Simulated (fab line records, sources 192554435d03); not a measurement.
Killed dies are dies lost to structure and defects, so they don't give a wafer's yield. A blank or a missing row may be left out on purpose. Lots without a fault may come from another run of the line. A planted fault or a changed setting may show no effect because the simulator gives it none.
fab line records | flow n5_finfet
record lots=21 wafers=63 last_day=19
route steps=1938 shown MOL_CONTACT_COAG@615 BEOL_M0_SAQP@638
lots that met no fault: from a run of the same line without faults
start_h: hours from the record's first day to the start of the lot's first wafer shown | wait_h: hours since the lot's step before | " the same as in the row above | L1.1+2: a row that stands for several wafers | - no value, or no start given | * or withheld: withheld | < > ~ a bound
route shown NAME@n: a module of which the file shows steps, and the number in the route of the first | usual: mean/standard deviation of fault-free wafers | same: alike in all rows | chamber/n: place in a boat | sites: the reading at each site | _std_site: their standard deviation | _edge_site: outer sites' mean less inner sites' | radius_mm: how far each site lies from the wafer's centre | mask NAME#n: copy n | behind: the tool/chamber that last shaped the wafer | hold: why the lot was held/for how many hours/how that ended | device: the transistor (n, p or np) that didn't switch | end of line: the same wafers' tests at the end of the route | a step without rows: its recipe alone | killed: dies lost to structure and defects at the first sort, not the wafer's yield | map: a wafer's dies, x killed, . not, _ none there
set.NAME: the setting as run; set.NAME@STEP: as run at that earlier step | model.NAME: the simulator's own value behind a step, which no gauge read
steps of the route over a sample of lots; a table a step, a row a wafer
services: from which hour (start_h, from the record's first day; less than 0 if before it) a tool's chamber was out of use, for how many hours, and why
## steps
# step N5_MOL_CONTACT_COAG_VIA_ETCH_117
# recipe chemistry=C4F6/O2 target_depth_a=400 overetch_a=80 mask_material=SOC target=SiO2 bias_w=455 pressure_mtorr=10 time_s=26 source_w=325 Ar_flow_sccm=300 C4F6_flow_sccm=10 O2_flow_sccm=10 ion_energy_ev=575.3 ends=end_point
# usual chamber_pressure_mTorr=10.000/0.0088 drypump_motor_current_A=5.49/0.3 oes_f_703_au=0.81/0.08 oes_product_au=0.72/0.067 rf_fwd_power_W=320.2/1.4 rf_vpp_V=1584/21 showerhead_plenum_p_Torr=2.87/0.07 throttle_valve_pct=41.02/0.14
# columns lot.wafer tool chamber start_h wait_h chamber_pressure_mTorr drypump_motor_current_A oes_f_703_au oes_product_au rf_fwd_power_W rf_hours_counter_h rf_vpp_V showerhead_plenum_p_Torr throttle_valve_pct
L074.2 rie_diel-01 1 101.88 0.0 10.000 5.92 0.70 0.62 318.0 195 1597 2.94 41.20
L074.3 " 2 " " 10.009 6.10 0.92 0.81 318.9 22 1614 3.01 41.06
L074.4 " 0 " " 10.007 5.27 0.90 0.81 320.0 35 1633 3.01 40.92
L076.2 rie_diel-04 2 111.01 0.0 10.011 5.41 0.90 0.79 320.5 42 1561 2.89 41.03
L076.3 " 3 " " 10.012 5.65 0.90 0.77 319.4 30 1578 2.90 40.99
L076.5 " 2 " " 9.980 5.43 0.90 0.79 319.8 - 1560 2.89 41.04
L075.4 rie_diel-02 1 113.16 0.0 10.005 4.65 0.84 0.75 321.8 74 1588 2.88 41.23
L075.5 " 2 " " 9.993 5.49 0.74 0.68 319.9 - 1616 2.84 41.02
L075.6 " 1 " " 10.009 4.64 0.83 0.75 321.2 - 1588 2.88 41.23
L077.4 rie_diel-04 0 123.00 0.0 10.007 5.74 0.72 0.65 319.5 202 1575 2.81 40.94
L077.5 " 2 " " 10.001 5.44 0.89 0.78 319.8 - 1560 2.89 41.03
L077.6 " 3 " " 10.006 5.62 0.89 0.78 320.0 - 1577 2.89 41.00
L078.1 rie_diel-02 0 138.56 0.0 9.989 5.65 0.72 0.62 322.0 208 1588 2.92 41.21
L078.3 " 2 " " 9.995 5.51 0.74 0.67 320.5 166 1616 2.83 41.03
L078.4 " 2 " " 9.997 5.49 0.74 0.67 319.8 - 1615 2.83 41.02
L079.2 rie_diel-04 0 140.63 0.0 9.992 5.75 0.72 0.64 319.2 207 1575 2.81 40.94
L079.5 " 3 " " 9.997 5.62 0.87 0.77 319.7 - 1577 2.89 40.97
L079.6 " 2 " " 10.002 5.37 0.88 0.77 320.6 - 1559 2.89 41.03
L080.2 rie_diel-02 0 144.49 0.0 10.000 5.71 0.71 0.62 319.5 211 1589 2.91 41.20
L080.3 " 2 " " 9.995 5.51 0.73 0.67 321.1 169 1615 2.83 41.02
L080.6 " 3 " " 9.985 5.10 0.75 0.67 317.6 - 1597 2.95 40.77
L081.3 rie_diel-01 0 145.99 0.0 9.998 5.29 0.88 0.78 317.7 51 1633 3.00 40.93
L081.5 " 2 " " 9.988 6.07 0.89 0.80 318.0 - 1612 3.01 41.07
L081.6 " 3 " " 10.013 5.67 0.90 0.80 321.5 - 1572 2.78 40.69
L082.2 rie_diel-02 3 146.36 0.0 10.010 5.11 0.75 0.68 318.1 163 1598 2.95 40.78
L082.4 " 2 " " 9.997 5.49 0.73 0.67 320.0 - 1616 2.83 41.02
L082.5 " 3 " " 10.002 5.10 0.75 0.68 318.1 - 1597 2.95 40.78
L085.1 rie_diel-04 1 164.00 0.0 9.989 5.40 0.90 0.79 321.6 29 1559 2.78 41.09
L085.2 " 0 " " 10.010 5.71 0.71 0.64 320.4 217 1575 2.80 40.94
L085.3 " 3 " " 10.013 5.58 0.87 0.77 320.8 45 1578 2.89 40.99
L086.4 rie_diel-02 1 182.61 0.0 10.002 4.65 0.81 0.74 319.3 95 1588 2.87 41.23
L086.5 " 3 " " 10.004 5.09 0.74 0.67 319.5 - 1597 2.95 40.79
L086.6 " 2 " " 10.013 5.49 0.72 0.66 319.3 - 1617 2.82 41.04
L087.2 rie_diel-04 1 183.36 0.0 10.004 5.40 0.88 0.78 321.5 35 1557 2.78 41.12
L087.4 " 0 " " 9.999 5.75 0.71 0.64 320.6 223 1576 2.80 40.97
L087.5 " 0 " " 9.987 5.75 0.71 0.63 319.6 - 1574 2.80 40.96
L088.2 rie_diel-04 3 187.68 0.0 9.981 5.59 0.86 0.74 320.8 53 1575 2.89 40.99
L088.3 " 0 " " 10.009 5.74 0.71 0.63 321.3 224 1575 2.80 40.97
L088.5 " 2 " " 9.990 5.42 0.86 0.76 321.9 - 1560 2.88 41.05
L089.3 rie_diel-04 2 190.62 0.0 10.006 5.42 0.86 0.75 322.4 70 1560 2.88 41.04
L089.4 " 1 " " 9.988 5.47 0.88 0.79 323.6 37 1557 2.78 41.11
L089.5 " 1 " " 9.995 5.46 0.88 0.78 322.4 - 1561 2.78 41.10
L090.2 rie_diel-04 1 197.38 0.0 9.994 5.38 0.88 0.78 321.6 40 1559 2.77 41.12
L090.3 " 2 " " 10.001 5.40 0.86 0.75 320.8 73 1559 2.88 41.04
L090.4 " 0 " " 10.008 5.74 0.71 0.64 319.1 228 1576 2.80 40.96
L091.1 rie_diel-01 1 200.99 0.0 9.994 5.91 0.67 0.60 316.5 228 1596 2.92 41.24
L091.3 " 3 " " 10.006 5.68 0.87 0.77 320.3 49 1570 2.77 40.73
L091.6 " 3 " " 9.990 5.66 0.87 0.77 320.6 - 1571 2.77 40.72
L092.2 rie_diel-04 2 206.67 0.0 9.999 5.41 0.86 0.75 320.3 76 1559 2.88 41.06
L092.5 " 0 " " 9.990 5.76 0.70 0.63 322.1 - 1574 2.80 40.95
L092.6 " 1 " " 10.001 5.41 0.87 0.77 321.5 - 1559 2.77 41.12
L094.1 rie_diel-04 3 222.06 0.0 9.998 5.63 0.84 0.74 318.8 65 1576 2.88 41.00
L094.2 " 1 " " 10.005 5.41 0.88 0.78 319.9 43 1558 2.77 41.11
L094.3 " 2 " " 9.999 5.47 0.84 0.74 320.3 82 1559 2.88 41.06
L095.2 rie_diel-02 1 227.74 0.0 9.997 4.67 0.80 0.72 320.4 110 1589 2.86 41.27
L095.3 " 3 " " 10.014 5.11 0.73 0.66 318.5 190 1596 2.94 40.81
L095.6 " 0 " " 9.998 5.69 0.70 0.61 320.2 - 1589 2.90 41.23
L096.4 rie_diel-02 3 238.30 0.0 9.988 5.11 0.73 0.66 318.0 194 1595 2.94 40.81
L096.5 " 3 " " 9.994 5.09 0.73 0.66 318.7 - 1596 2.94 40.79
L096.6 " 0 " " 9.992 5.67 0.70 0.62 320.1 - 1588 2.90 41.23
L097.1 rie_diel-02 3 241.35 0.0 10.009 5.08 0.72 0.66 318.9 195 1596 2.94 40.81
L097.3 " 1 " " 10.010 4.67 0.80 0.72 320.5 114 1588 2.86 41.26
L097.6 " 2 " " 10.010 5.52 0.71 0.64 319.6 - 1613 2.82 41.04
# step N5_MOL_CONTACT_COAG_THK_MEAS_53
# recipe reads=SiO2_of_MOL_CONTACT_COAG_PECVD_31
# usual VIA_MOL_THK=43.9/0.56
# columns lot.wafer tool chamber start_h wait_h VIA_MOL_THK[nm]
L074.2 film_metro-01 - 102.99 - 42.7
L074.3 " - " " 43.5
L074.4 " - " " 43.7
L076.2 film_metro-01 - 112.11 - 43.8
L076.3 " - " " 43.5
L076.5 " - " " 43.7
L075.4 film_metro-02 - 114.33 - 44.4
L075.5 " - " " 43.5
L075.6 " - " " 43.8
L077.4 film_metro-01 - 124.22 - 44.7
L077.5 " - " " 44.0
L077.6 " - " " 43.6
L078.1 film_metro-02 - 139.70 - 43.8
L078.3 " - " " 43.7
L078.4 " - " " 44.6
L079.2 film_metro-01 - 141.73 - 43.4
L079.5 " - " " 44.1
L079.6 " - " " 43.3
L080.2 film_metro-02 - 145.59 - 44.6
L080.3 " - " " 43.5
L080.6 " - " " 44.4
L081.3 film_metro-01 - 147.14 - 43.6
L081.5 " - " " 44.5
L081.6 " - " " 43.5
L082.2 film_metro-02 - 147.46 - 42.8
L082.4 " - " " 44.0
L082.5 " - " " 44.1
L085.1 film_metro-01 - 165.30 - 43.4
L085.2 " - " " 43.8
L085.3 " - " " 43.3
L086.4 film_metro-01 - 183.71 - 44.7
L086.5 " - " " 44.3
L086.6 " - " " 44.7
L087.2 film_metro-02 - 184.46 - 43.3
L087.4 " - " " 43.6
L087.5 " - " " 44.1
L088.2 film_metro-02 - 188.78 - 44.9
L088.3 " - " " 44.5
L088.5 " - " " 44.7
L089.3 film_metro-02 - 191.74 - 43.1
L089.4 " - " " 43.9
L089.5 " - " " 43.8
L090.2 film_metro-02 - 198.48 - 43.7
L090.3 " - " " 44.4
L090.4 " - " " 44.8
L091.1 film_metro-01 - 202.09 - 43.8
L091.3 " - " " 43.6
L091.6 " - " " 44.5
L092.2 film_metro-02 - 207.77 - 43.7
L092.5 " - " " 44.1
L092.6 " - " " 44.4
L094.1 film_metro-01 - 223.16 - 43.6
L094.2 " - " " 43.8
L094.3 " - " " 44.1
L095.2 film_metro-01 - 228.84 - 44.4
L095.3 " - " " 44.2
L095.6 " - " " 44.4
L096.4 film_metro-01 - 239.73 - 44.1
L096.5 " - " " 45.0
L096.6 " - " " 44.3
L097.1 film_metro-02 - 242.44 - 44.1
L097.3 " - " " 43.5
L097.6 " - " " 45.0
# step N5_BEOL_M0_SAQP_PECVD_04
# recipe material=a-Si target_thk_a=600 temp_c=350 precursor=SiH4/He pressure_torr=3 rf_w=100 time_s=60.2
# usual heater_power_w=616/93 rf_fwd_power_W=99.4/0.32 showerhead_plenum_p_Torr=5.67/0.03 susceptor_temp_C=349.97/0.21 throttle_valve_pct=18.5/0.92
# columns lot.wafer tool chamber start_h wait_h heater_power_w rf_fwd_power_W showerhead_plenum_p_Torr susceptor_temp_C throttle_valve_pct
L074.2 pecvd-01 0 109.42 0.0 516 99.6 5.61 350.12 17.2
L074.3 " 0 " " 544 99.6 5.61 350.36 17.0
L074.4 " 2 " " 515 99.6 5.66 349.88 18.2
L076.2 pecvd-03 1 117.17 0.0 618 99.3 5.66 349.65 18.6
L076.3 " 0 " " 542 99.4 5.64 350.35 20.1
L076.5 " 0 " " 552 99.6 5.64 350.24 20.1
L075.4 pecvd-04 2 119.02 0.0 667 99.5 5.63 349.93 17.5
L075.5 " 1 " " 602 99.8 5.72 349.86 18.6
L075.6 " 0 " " 686 99.9 5.71 349.81 18.3
L077.4 pecvd-01 2 130.21 0.0 494 98.5 5.67 350.00 18.0
L077.5 " 1 " " 560 98.9 5.66 350.64 18.6
L077.6 " 0 " " 608 99.6 5.63 350.14 17.1
L078.1 pecvd-01 1 143.89 0.0 574 99.4 5.66 350.05 18.5
L078.3 " 1 " " 491 99.1 5.65 350.00 18.5
L078.4 " 2 " " 529 99.1 5.65 349.90 17.9
L079.2 pecvd-04 0 146.86 0.0 731 98.8 5.70 350.10 18.2
L079.5 " 2 " " 561 99.5 5.65 349.67 17.5
L079.6 " 1 " " 539 99.5 5.71 350.05 18.6
L080.2 pecvd-03 2 149.41 0.0 697 99.3 5.67 349.90 17.6
L080.3 " 1 " " 680 98.9 5.67 349.97 18.8
L080.6 " 0 " " 505 99.1 5.62 349.92 20.2
L081.3 pecvd-04 0 154.95 0.0 758 99.6 5.71 350.52 18.3
L081.5 " 2 " " 662 99.1 5.65 349.77 17.7
L081.6 " 1 " " 603 99.2 5.71 349.78 18.6
L082.2 pecvd-03 2 155.13 0.0 814 99.8 5.67 350.40 17.4
L082.4 " 1 " " 614 99.9 5.69 349.93 18.9
L082.5 " 0 " " 582 99.8 5.63 349.92 20.7
L085.1 pecvd-01 0 171.66 0.0 536 99.4 5.60 349.74 17.2
L085.2 " 1 " " 500 99.0 5.66 350.26 18.6
L085.3 " 2 " " 515 99.0 5.66 350.36 18.1
L086.4 pecvd-03 0 187.89 0.0 518 99.3 5.63 350.03 20.1
L086.5 " 2 " " 679 99.9 5.68 350.14 17.6
L086.6 " 1 " " 655 100.0 5.67 350.36 19.0
L087.2 pecvd-04 1 191.78 0.0 548 99.6 5.72 349.99 18.7
L087.4 " 2 " " 629 99.6 5.65 349.89 17.8
L087.5 " 1 " " 549 100.1 5.73 350.26 18.7
L088.2 pecvd-04 2 195.02 0.0 633 99.0 5.64 349.79 17.8
L088.3 " 1 " " 547 99.2 5.70 349.88 18.6
L088.5 " 0 " " 764 99.2 5.70 349.67 18.0
L089.3 pecvd-03 0 196.71 0.0 529 99.6 5.63 349.95 20.2
L089.4 " 2 " " 753 99.8 5.68 349.76 17.7
L089.5 " 1 " " 636 99.7 5.66 349.97 18.8
L090.2 pecvd-04 0 203.78 0.0 689 99.3 5.69 350.29 18.3
L090.3 " 1 " " 589 99.3 5.70 349.79 18.6
L090.4 " 0 " " 690 99.6 5.72 350.04 18.3
L091.1 pecvd-03 2 206.96 0.0 724 99.6 5.67 350.04 17.4
L091.3 " 1 " " 679 99.6 5.68 349.82 18.9
L091.6 " 0 " " 505 99.3 5.64 350.04 20.3
L092.2 pecvd-03 0 212.11 0.0 511 98.7 5.63 349.63 20.1
L092.5 " 0 " " 509 99.1 5.64 349.89 20.3
L092.6 " 0 " " 514 99.0 5.64 349.97 20.1
L094.1 pecvd-03 0 228.05 0.0 508 99.8 5.63 349.67 20.3
L094.2 " 2 " " 790 99.4 5.67 349.96 17.6
L094.3 " 1 " " 611 99.2 5.67 349.66 19.0
L095.2 pecvd-04 2 234.22 0.0 648 99.3 5.64 349.78 18.1
L095.3 " 1 " " 590 99.2 5.72 350.19 18.7
L095.6 " 0 " " 722 99.7 5.71 349.88 18.1
L096.4 pecvd-04 0 248.06 0.0 733 98.9 5.71 349.74 18.0
L096.5 " 2 " " 611 99.2 5.66 349.88 18.0
L096.6 " 1 " " 581 99.1 5.70 349.96 18.9
L097.1 pecvd-03 2 248.47 0.0 764 99.4 5.64 349.95 17.6
L097.3 " 1 " " 628 99.5 5.68 350.03 18.9
L097.6 " 0 " " 587 99.4 5.63 350.29 19.9
# step N5_BEOL_M0_SAQP_CD_MEAS_14
# recipe target_cd_nm=42.5 landing_energy_ev=500 detector=se_inlens
# usual cd_nm=42.49/0.29
# columns lot.wafer tool chamber start_h wait_h cd_nm
L074.2 cd_sem-03 0 109.91 - 42.36
L074.3 " 0 " " 42.58
L074.4 " 0 " " 42.56
L076.2 cd_sem-01 0 117.75 - 42.42
L076.3 " 0 " " 42.50
L076.5 " 0 " " 41.89
L075.4 cd_sem-01 0 119.58 - 42.37
L075.5 " 0 " " 42.35
L075.6 " 0 " " 42.35
L077.4 cd_sem-03 0 130.76 - 42.46
L077.5 " 0 " " 42.62
L077.6 " 0 " " 42.84
L078.1 cd_sem-01 0 144.40 - 41.96
L078.3 " 0 " " 42.35
L078.4 " 0 " " 42.27
L079.2 cd_sem-03 0 147.44 - 41.92
L079.5 " 0 " " 42.82
L079.6 " 0 " " 42.44
L080.2 cd_sem-01 0 150.01 - 42.51
L080.3 " 0 " " 42.57
L080.6 " 0 " " 43.09
L081.3 cd_sem-01 0 155.56 - 42.49
L081.5 " 0 " " 42.40
L081.6 " 0 " " 42.98
L082.2 cd_sem-01 0 155.73 - 42.50
L082.4 " 0 " " 42.75
L082.5 " 0 " " 42.31
L085.1 cd_sem-01 0 172.11 - 42.59
L085.2 " 0 " " 42.57
L085.3 " 0 " " 42.20
L086.4 cd_sem-01 0 188.31 - 42.62
L086.5 " 0 " " 42.22
L086.6 " 0 " " 42.36
L087.2 cd_sem-03 0 192.24 - 42.75
L087.4 " 0 " " 42.40
L087.5 " 0 " " 42.30
L088.2 cd_sem-03 0 195.48 - 43.56
L088.3 " 0 " " 42.88
L088.5 " 0 " " 42.48
L089.3 cd_sem-01 0 197.30 - 42.51
L089.4 " 0 " " 42.17
L089.5 " 0 " " 42.52
L090.2 cd_sem-03 0 204.39 - 41.91
L090.3 " 0 " " 42.71
L090.4 " 0 " " 42.60
L091.1 cd_sem-03 0 207.54 - 42.30
L091.3 " 0 " " 42.41
L091.6 " 0 " " 42.39
L092.2 cd_sem-02 0 212.75 - 42.72
L092.5 " 0 " " 42.47
L092.6 " 0 " " 42.88
L094.1 cd_sem-03 0 228.63 - 42.50
L094.2 " 0 " " 42.63
L094.3 " 0 " " 43.00
L095.2 cd_sem-02 0 234.68 - 42.96
L095.3 " 0 " " 42.24
L095.6 " 0 " " 42.72
L096.4 cd_sem-01 0 248.49 - 42.16
L096.5 " 0 " " 42.41
L096.6 " 0 " " 42.40
L097.1 cd_sem-01 0 249.05 - 42.38
L097.3 " 0 " " 42.38
L097.6 " 0 " " 42.40
# step N5_BEOL_M0_SAQP_MANDREL_ETCH_20
# recipe target_depth_a=600 chemistry=HBr/Cl2 target=a-Si stop_on=SiNx bt_time_s=10 mask_material=SOC over_etch_frac=0.5 time_s=30 pressure_mtorr=10 icp_w=800 bias_w=75 HBr_flow_sccm=150 Cl2_flow_sccm=80 ends=end_point
# usual chamber_pressure_mTorr=10.000/0.0094 drypump_motor_current_A=5.87/0.29 oes_product_au=0.773/0.012 rf_fwd_power_W=794.8/2.6 throttle_valve_pct=35.5/0.36
# columns lot.wafer tool chamber start_h wait_h chamber_pressure_mTorr drypump_motor_current_A oes_product_au rf_fwd_power_W rf_hours_counter_h throttle_valve_pct
L074.2 rie_si-05 2 110.32 0.0 10.027 5.67 0.788 796.5 145 35.7
L074.3 " 0 " " 9.999 6.02 0.807 796.0 6 35.3
L074.4 " 1 " " 9.997 5.68 0.762 797.6 - 35.8
L076.2 rie_si-04 1 118.17 0.0 9.997 6.51 0.776 796.4 0 35.5
L076.3 " 2 " " 10.003 5.21 0.765 800.9 190 35.4
L076.5 " 0 " " 9.995 5.80 0.766 797.3 - 36.1
L075.4 rie_si-03 1 119.94 0.0 9.999 5.90 0.774 800.9 172 35.6
L075.5 " 3 " " 9.998 5.73 0.768 794.1 - 35.0
L075.6 " 0 " " 9.995 5.87 0.763 794.4 - 35.1
L077.4 rie_si-03 0 131.17 0.0 9.972 5.89 0.780 789.3 88 35.1
L077.5 " 3 " " 9.993 5.74 0.780 797.1 - 35.0
L077.6 " 0 " " 9.989 5.85 0.778 793.0 - 35.1
L078.1 rie_si-03 2 144.86 0.0 9.988 6.25 0.774 793.3 67 35.2
L078.3 " 1 " " 10.016 5.88 0.779 794.1 173 35.6
L078.4 " 0 " " 10.004 5.87 0.770 795.9 88 35.1
L079.2 rie_si-04 2 147.83 0.0 10.009 5.20 0.768 797.5 191 35.4
L079.5 " 0 " " 10.006 5.80 0.766 795.4 - 36.1
L079.6 " 3 " " 10.000 5.95 0.776 791.2 - 36.0
L080.2 rie_si-04 1 150.37 0.0 9.996 6.52 0.789 792.8 1 35.5
L080.3 " 0 " " 10.009 5.80 0.759 790.7 144 36.1
L080.6 " 0 " " 9.995 5.82 0.779 789.4 - 36.0
L081.3 rie_si-03 2 156.10 0.0 9.993 6.26 0.777 789.5 67 35.2
L081.5 " 2 " " 10.000 6.27 0.774 791.2 - 35.2
L081.6 " 1 " " 9.988 5.91 0.771 792.2 - 35.6
L082.2 rie_si-03 1 156.39 0.0 9.986 5.84 0.769 798.3 173 35.6
L082.4 " 0 " " 10.016 5.88 0.776 797.5 89 35.1
L082.5 " 1 " " 10.000 5.85 0.773 797.7 - 35.6
L085.1 rie_si-05 2 172.58 0.0 9.999 5.69 0.787 792.8 146 35.7
L085.2 " 1 " " 9.987 5.66 0.753 792.1 138 35.9
L085.3 " 3 " " 10.002 5.76 0.765 792.2 88 35.4
L086.4 rie_si-05 0 188.67 0.0 9.998 6.02 0.818 797.7 7 35.3
L086.5 " 2 " " 9.978 5.66 0.800 797.7 - 35.7
L086.6 " 1 " " 9.992 5.68 0.769 797.2 - 35.8
L087.2 rie_si-04 3 192.60 0.0 10.003 5.94 0.756 792.9 172 36.0
L087.4 " 2 " " 10.009 5.20 0.760 794.5 0 35.2
L087.5 " 0 " " 9.999 5.81 0.756 796.0 - 36.1
L088.2 rie_si-04 0 195.84 0.0 9.988 5.79 0.759 790.7 145 36.0
L088.3 " 1 " " 9.994 6.51 0.780 800.0 1 35.5
L088.5 " 3 " " 10.003 5.93 0.777 795.1 - 36.0
L089.3 rie_si-04 2 197.66 0.0 9.993 5.22 0.763 794.7 0 35.2
L089.4 " 3 " " 10.025 5.93 0.774 793.9 172 36.0
L089.5 " 0 " " 10.002 5.84 0.771 794.7 - 36.0
L090.2 rie_si-05 0 204.90 0.0 9.994 6.01 0.793 796.1 8 35.4
L090.3 " 2 " " 10.009 5.63 0.781 798.5 147 35.7
L090.4 " 3 " " 10.017 5.75 0.771 795.5 89 35.4
L091.1 rie_si-03 1 207.95 0.0 9.994 5.86 0.772 798.5 174 35.6
L091.3 " 2 " " 10.003 6.28 0.781 792.7 68 35.2
L091.6 " 3 " " 10.005 5.72 0.772 792.5 - 35.0
L092.2 rie_si-03 2 213.11 0.0 10.004 6.26 0.769 789.0 69 35.2
L092.5 " 1 " " 10.001 5.88 0.785 795.5 - 35.6
L092.6 " 2 " " 10.004 6.27 0.787 793.2 - 35.2
L094.1 rie_si-03 2 228.99 0.0 10.018 6.26 0.768 794.8 69 35.2
L094.2 " 3 " " 9.999 5.73 0.772 792.0 84 35.0
L094.3 " 1 " " 9.990 5.89 0.770 792.0 174 35.6
L095.2 rie_si-04 2 235.04 0.0 9.997 5.24 0.757 795.4 1 35.2
L095.3 " 3 " " 10.007 5.95 0.758 793.0 172 36.0
L095.6 " 2 " " 10.007 5.23 0.762 796.3 - 35.2
L096.4 rie_si-04 1 248.85 0.0 10.001 6.53 0.774 795.2 2 35.5
L096.5 " 2 " " 10.015 5.22 0.756 792.4 - 35.2
L096.6 " 3 " " 10.021 5.95 0.775 795.9 - 36.0
L097.1 rie_si-03 2 249.41 0.0 9.995 6.26 0.762 790.3 69 35.2
L097.3 " 0 " " 9.998 5.86 0.758 796.6 90 35.1
L097.6 " 0 " " 10.000 5.85 0.768 796.0 - 35.1
# step N5_BEOL_M0_SAQP_ETCH_102
# recipe chemistry=CF4 target=SiO2 target_depth_a=40 ion_energy_ev=350 time_s=4.4 pressure_mtorr=10 icp_w=800 bias_w=400 cf4_flow_sccm=80
# usual cf4_flow_sccm=80.00/0.24 chamber_pressure_mTorr=10.001/0.0086 drypump_motor_current_A=5.86/0.25 oes_product_au=1.001/0.018 rf_fwd_power_W=789/3 throttle_valve_pct=21.83/0.23
# columns lot.wafer tool chamber start_h wait_h cf4_flow_sccm chamber_pressure_mTorr drypump_motor_current_A oes_product_au rf_fwd_power_W rf_hours_counter_h throttle_valve_pct
L074.2 rie_si-03 3 111.84 0.1 80.34 9.986 5.75 1.015 783 81 21.53
L074.3 " 0 " " 79.81 9.991 5.84 0.970 789 88 21.48
L074.4 " 1 " " 79.92 10.015 5.85 1.010 789 172 22.06
L076.2 rie_si-03 2 119.61 0.1 79.73 9.995 6.25 1.005 786 67 21.71
L076.3 " 0 " " 79.85 9.990 5.87 0.972 792 88 21.46
L076.5 " 1 " " 79.85 10.002 5.88 0.995 793 - 22.07
L075.4 rie_si-03 2 121.38 0.0 80.00 10.001 6.26 0.999 786 67 21.72
L075.5 " 3 " " 80.47 10.006 5.73 1.002 792 - 21.54
L075.6 " 2 " " 80.09 10.010 6.27 1.001 790 - 21.72
L077.4 rie_si-05 1 132.64 0.0 80.17 10.006 5.67 0.987 788 137 22.07
L077.5 " 0 " " 79.63 9.990 6.03 1.028 787 - 21.65
L077.6 " 1 " " 80.14 10.004 5.64 0.975 789 - 22.06
L078.1 rie_si-03 0 146.36 0.1 80.02 10.003 5.84 0.974 795 88 21.45
L078.3 " 3 " " 80.03 10.010 5.75 1.005 788 82 21.54
L078.4 " 1 " " 79.78 9.998 5.86 0.997 786 173 22.07
L079.2 rie_si-04 0 151.41 0.1 80.16 9.994 5.78 0.989 786 145 22.17
L079.5 " 1 " " 79.79 9.990 6.50 1.009 790 - 21.80
L079.6 " 2 " " 79.75 9.986 5.21 1.002 796 - 21.79
L080.2 rie_si-03 3 151.80 0.1 79.84 9.995 5.74 0.996 790 82 21.53
L080.3 " 2 " " 80.08 10.019 6.29 0.997 784 67 21.73
L080.6 " 3 " " 80.06 10.005 5.75 1.003 786 - 21.55
L081.3 rie_si-05 1 161.75 0.1 79.51 9.995 5.67 0.986 791 137 22.06
L081.5 " 1 " " 79.96 10.012 5.68 0.979 791 - 22.09
L081.6 " 0 " " 80.10 10.003 6.00 1.038 786 - 21.67
L082.2 rie_si-05 0 162.16 0.1 80.17 10.003 6.02 1.023 786 7 21.65
L082.4 " 2 " " 79.85 9.989 5.69 1.008 795 146 22.02
L082.5 " 2 " " 79.98 9.984 5.70 1.005 794 - 22.01
L085.1 rie_si-05 1 174.01 0.1 79.77 10.000 5.67 0.985 787 138 22.06
L085.2 " 2 " " 80.03 10.000 5.69 1.004 788 146 22.00
L085.3 " 0 " " 79.76 10.003 6.01 1.036 792 7 21.67
L086.4 rie_si-03 3 190.11 0.0 79.73 9.997 5.72 1.002 789 83 21.53
L086.5 " 2 " " 79.85 10.016 6.25 0.999 787 - 21.72
L086.6 " 1 " " 79.87 10.009 5.88 1.001 793 - 22.07
L087.2 rie_si-03 1 194.03 0.1 80.29 9.994 5.86 0.997 786 174 22.06
L087.4 " 2 " " 80.26 10.012 6.26 0.998 790 68 21.74
L087.5 " 2 " " 80.39 10.013 6.24 0.996 787 - 21.73
L088.2 rie_si-03 1 197.43 0.1 79.62 9.983 5.88 0.997 785 174 22.07
L088.3 " 0 " " 79.77 10.014 5.83 0.958 789 89 21.46
L088.5 " 1 " " 80.31 9.995 5.87 0.998 788 - 22.07
L089.3 rie_si-05 3 199.33 0.1 79.75 9.995 5.77 1.013 789 89 21.77
L089.4 " 1 " " 80.15 10.003 5.66 0.977 789 138 22.09
L089.5 " 0 " " 80.24 10.006 5.99 1.038 788 - 21.65
L090.2 rie_si-05 2 206.61 0.1 79.89 9.995 5.68 1.006 789 147 22.00
L090.3 " 1 " " 79.67 9.999 5.68 0.969 790 138 22.07
L090.4 " 0 " " 79.60 9.999 6.02 1.034 787 8 21.66
L091.1 rie_si-05 1 209.49 0.1 79.80 10.000 5.67 0.970 788 138 22.08
L091.3 " 0 " " 80.57 10.009 6.03 1.033 786 8 21.64
L091.6 " 1 " " 80.01 9.989 5.68 0.976 789 - 22.08
L092.2 rie_si-05 1 215.10 0.1 79.84 10.005 5.66 0.982 788 138 22.06
L092.5 " 1 " " 79.80 10.009 5.65 0.977 788 - 22.08
L092.6 " 0 " " 80.27 9.997 6.01 1.024 785 - 21.68
L094.1 rie_si-04 3 230.49 0.1 79.81 10.006 5.95 0.990 783 172 22.14
L094.2 " 2 " " 80.43 10.003 5.21 0.984 788 1 21.60
L094.3 " 1 " " 80.16 9.996 6.51 1.004 789 2 21.82
L095.2 rie_si-03 1 237.79 0.1 79.68 9.993 5.86 0.996 787 174 22.07
L095.3 " 0 " " 80.11 10.003 5.85 0.975 793 90 21.46
L095.6 " 3 " " 80.52 9.995 5.74 1.004 790 - 21.54
L096.4 rie_si-05 2 251.60 0.1 79.99 9.998 5.67 1.023 791 - 22.01
L096.5 " 2 " " 79.87 10.003 5.67 1.016 796 - 22.02
L096.6 " 3 " " 80.11 10.007 5.73 1.023 789 - 21.79
L097.1 rie_si-04 2 251.63 0.1 79.77 10.011 5.22 0.989 789 1 21.59
L097.3 " 3 " " 79.58 10.012 5.95 0.994 782 173 22.15
L097.6 " 0 " " 80.20 10.001 5.79 0.995 784 - 22.19
## services
# columns tool chamber start_h hours kind
rie_diel-04 - 89.16 0.4 repair
rie_si-03 - 106.36 0.2 repair
rie_si-05 - 108.66 0.3 repair
rie_si-05 3 108.97 2.1 repair
rie_si-05 - 111.27 14.6 pm
rie_diel-02 0 113.52 7.3 repair
pecvd-01 0 130.82 18.9 repair
rie_diel-02 1 137.28 9.5 repair
rie_si-04 0 143.64 3.5 repair
rie_diel-04 3 144.66 14.2 repair
pecvd-04 - 158.24 2.8 pm
rie_diel-02 - 159.50 1.4 repair
rie_si-04 0 164.24 2.1 repair
pecvd-04 - 184.15 6.0 pm
rie_diel-02 3 195.74 3.8 repair
rie_diel-04 1 207.48 14.3 repair
rie_diel-04 - 209.64 0.6 repair
pecvd-03 1 210.96 3.6 repair
rie_si-03 3 213.05 8.5 repair
rie_diel-04 0 217.81 6.3 repair
rie_si-03 1 226.40 2.0 repair
rie_diel-02 2 227.15 4.2 repair
rie_si-05 1 244.10 18.4 repair
rie_si-05 0 248.16 9.0 repair
## key
fault none
